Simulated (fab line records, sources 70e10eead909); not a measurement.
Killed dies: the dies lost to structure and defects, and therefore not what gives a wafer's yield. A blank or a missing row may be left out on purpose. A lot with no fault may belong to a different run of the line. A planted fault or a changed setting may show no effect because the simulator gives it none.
Which tool was responsible? -- flow nand harc -- 13 lots, 39 wafers sampled, at 5 steps of a route of 1159

== WHAT THE GAUGES SHOWED, per wafer ==
NHARC_P_ZERO_WELL_CD_MEAS_24: the cd target is 720 nm.
lot,measured,on,cd nm (nm)
L932,day 1 14:27,cd sem-02,721.7 722.0 718.6
L933,day 1 20:34,cd sem-03,721.6 720.3 719.9
L936,day 2 14:29,cd sem-01,719.8 720.4 721.7
L937,day 2 20:35,cd sem-01,717.4 718.7 719.3
L939,day 3 08:36,cd sem-01,670.8 670.5 669.0
L947,day 5 08:35,cd sem-02,719.6 722.2 719.7
L948,day 5 14:38,cd sem-01,718.0 719.3 719.4
L949,day 5 20:37,cd sem-02,720.0 721.1 715.8
L951,day 6 08:27,cd sem-03,722.3 719.5 719.9
L952,day 6 14:36,cd sem-01,719.2 719.5 719.6
L953,day 6 20:29,cd sem-03,722.5 723.4 722.2
L954,day 7 02:28,cd sem-02,724.7 726.6 722.9
L955,day 7 08:28,cd sem-02,719.9 721.2 717.3

NHARC_P_STI_CD_MEAS_09: the cd target is 200 nm.
lot,measured,on,cd nm (nm)
L932,day 2 11:26,cd sem-01,195 197 199
L933,day 2 18:41,cd sem-02,202 201 196
L936,day 3 11:40,cd sem-03,197 195 197
L937,day 3 18:31,cd sem-03,199 198 201
L939,day 4 02:25,cd sem-01,203 204 205
L947,day 6 06:05,cd sem-01,202 202 203
L948,day 6 14:04,cd sem-03,201 200 206
L949,day 6 14:15,cd sem-01,194 194 197
L951,day 7 08:17,cd sem-01,196 201 199
L952,day 7 08:20,cd sem-02,201 202 202
L953,day 7 17:02,cd sem-01,197 201 194
L954,day 8 00:38,cd sem-01,199 192 197
L955,day 8 05:44,cd sem-01,199 198 196

NHARC_P_STI_OCD_MEAS_43.
lot,measured,on,trench depth nm (nm),trench foot cd nm (nm)
L932,day 2 12:44,ocd-01,289 298 301,155 156 157
L933,day 2 19:59,ocd-01,304 311 309,160 158 152
L936,day 3 12:58,ocd-02,299 297 298,155 153 156
L937,day 3 19:49,ocd-01,307 301 309,156 156 158
L939,day 4 03:44,ocd-01,307 311 304,160 160 162
L947,day 6 07:29,ocd-01,306 299 298,159 161 161
L948,day 6 15:26,ocd-01,298 294 301,160 159 164
L949,day 6 15:32,ocd-02,300 306 303,152 152 155
L951,day 7 09:34,ocd-02,296 297 299,154 160 158
L952,day 7 09:44,ocd-01,301 301 303,159 160 160
L953,day 7 18:26,ocd-02,303 303 307,155 159 150
L954,day 8 01:55,ocd-02,308 299 311,156 150 153
L955,day 8 07:02,ocd-01,299 303 303,157 155 154

NHARC_P_GATE_OVL_MEAS_27.
lot,measured,on,overlay x nm (nm),overlay y nm (nm)
L932,day 4 16:59,overlay-01,-0.7 -1.2 -0.6,0.3 0.5 0.6
L933,day 5 04:47,overlay-02,0.2 0.6 0.6,-0.3 0.0 0.0
L936,day 5 18:36,overlay-02,0.2 1.0 0.7,1.4 0.9 1.4
L937,day 6 06:41,overlay-02,-0.7 -0.3 -0.4,-0.6 -0.8 -0.5
L939,day 6 09:17,overlay-01,-0.1 -0.3 -0.3,0.1 0.5 0.2
L947,day 8 17:08,overlay-02,-1.0 -0.9 -0.6,-0.8 -0.7 -0.7
L948,day 8 19:36,overlay-02,0.2 0.0 0.1,-1.5 -1.4 -1.1
L949,day 8 19:25,overlay-02,-1.4 -1.2 -0.7,1.4 1.0 1.2
L951,day 9 12:47,overlay-02,0.0 -0.2 0.2,-0.2 -0.1 0.1
L952,day 9 12:04,overlay-01,0.1 0.8 0.7,-0.5 0.1 -0.5
L953,day 10 00:26,overlay-02,0.0 -0.2 -0.2,0.4 0.4 0.7
L954,day 10 13:20,overlay-01,0.5 -0.5 -0.1,-0.8 -0.4 0.0
L955,day 10 13:48,overlay-01,-1.5 -1.9 -1.5,0.1 -0.5 0.1

== TOOL THAT RAN EACH LOT (tool first, then ch and the chambers of the sampled wafers, then the start) ==
lot,NHARC_P_ZERO_WELL_EXPOSE_21
L932,"krf scanner-03 ch 0, day 1 14:18"
L933,"krf scanner-01 ch 0, day 1 20:25"
L936,"krf scanner-03 ch 0, day 2 14:20"
L937,"krf scanner-02 ch 0, day 2 20:25"
L939,"krf scanner-03 ch 0, day 3 08:27"
L947,"krf scanner-01 ch 0, day 5 08:26"
L948,"krf scanner-03 ch 0, day 5 14:29"
L949,"krf scanner-02 ch 0, day 5 20:28"
L951,"krf scanner-02 ch 0, day 6 08:18"
L952,"krf scanner-03 ch 0, day 6 14:27"
L953,"krf scanner-01 ch 0, day 6 20:20"
L954,"krf scanner-01 ch 0, day 7 02:19"
L955,"krf scanner-03 ch 0, day 7 08:18"
- NHARC_P_ZERO_WELL_EXPOSE_21: exposes mask P NWELL, target cd 720 nm.

== AS READ BY THE TOOLS THEMSELVES (means over the sampled wafers that have a number; for cases with no such wafer, the mark the record gives instead) ==
The record holds no such reading with a usual standard deviation.

== THE ANSWER, worked out from the rows above alone ==
Rule: what is usual is taken from the lots themselves. Put in order of their means at a reading, lots are off if they are a third of the lots or fewer, leave a main group of 4 or more, and stand apart from it by a gap of 3 or more times the standard deviation of the main group's means; of several such gaps the widest counts. A main group is skipped when, at the precision printed for the reading in the tables above, its means are all equal. Also off: a lot with no number at a reading for which 4 or more lots have one. All remaining lots with rows at the step are treated as sound. After the gauges, taken in route order, come the tools' own readings; for these a lot's mean is taken, as printed above. The first step at which some lot is off is used, and at that step the reading that is off furthest; a lot without a number counts as furthest.
Off: L939, at NHARC_P_ZERO_WELL_CD_MEAS_24 (cd nm). For the main group the mean is 720.5 nm and the standard deviation 1.7.
If a tool, at a process step before that reading, ran all the lots that are off and no sound lot after the first of them, it fits. Gauges at NHARC_P_ZERO_WELL_CD_MEAS_24: tried the same way as those tools. None of those tried fits.

== WHAT HAD BEEN PUT IN BY THE SIMULATOR ==
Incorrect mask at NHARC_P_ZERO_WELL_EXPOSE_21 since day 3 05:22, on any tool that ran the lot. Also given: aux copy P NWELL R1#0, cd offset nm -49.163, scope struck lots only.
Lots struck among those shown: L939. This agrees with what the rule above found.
